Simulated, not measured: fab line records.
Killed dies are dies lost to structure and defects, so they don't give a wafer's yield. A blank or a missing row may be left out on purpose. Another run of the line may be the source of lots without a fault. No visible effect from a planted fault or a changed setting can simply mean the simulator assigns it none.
Chamber matching	flow n5 finfet	4 sister chambers for N5_DUMMY_GATE_ETCH_32 on rie si-06
The step etches SiO2 in CF4, target depth 3.5 nm, time 3.9 s. 8 wafers are shown with their chamber, then 9 later ones without.

WAFERS PAIRED WITH THEIR CHAMBERS
wafer	chamber	drypump motor current A (A)	throttle valve pct (%)
L085.5	0	6.1	21.57
L088.5	3	5.3	21.56
L088.6	0	6.1	21.58
L090.5	2	5.6	21.58
L090.6	1	6.0	21.82
L091.1	2	5.7	21.60
L091.4	1	6.0	21.83
L091.5	3	5.3	21.61

WAFERS WITHOUT THEIR CHAMBER
wafer	drypump motor current A (A)	throttle valve pct (%)
L094.1	5.6	21.58
L094.2	5.3	21.57
L094.6	6.1	21.56
L095.1	6.1	21.58
L095.5	6.1	21.56
L095.6	5.3	21.60
L097.1	5.6	21.59
L097.3	6.1	21.55
L097.5	5.3	21.59

WHICH CHAMBER EACH ONE RAN IN
wafer	from the rows above	in truth
L094.1	2	2
L094.2	3	3
L094.6	0	0
L095.1	0	0
L095.5	0	0
L095.6	3	3
L097.1	2	2
L097.3	0	0
L097.5	3	3
Placed correctly: 9 of 9. Number that these rows cannot place: 0. 0 placed wrongly.
How it was worked out, from the rows above alone: a wafer's distance from a chamber is the root of the sum, over the readings, of the square of ((its reading less the chamber's mean) divided by the reading's scatter). The wafer belongs to the nearest chamber; if the next one is less than 2 further off, it can't be placed. Each chamber's mean is taken over the wafers shown for it. How the scatter is found: for the shown wafers, subtract from each reading the mean of its chamber, square and add these, divide the total by (wafers less chambers), then take the root.
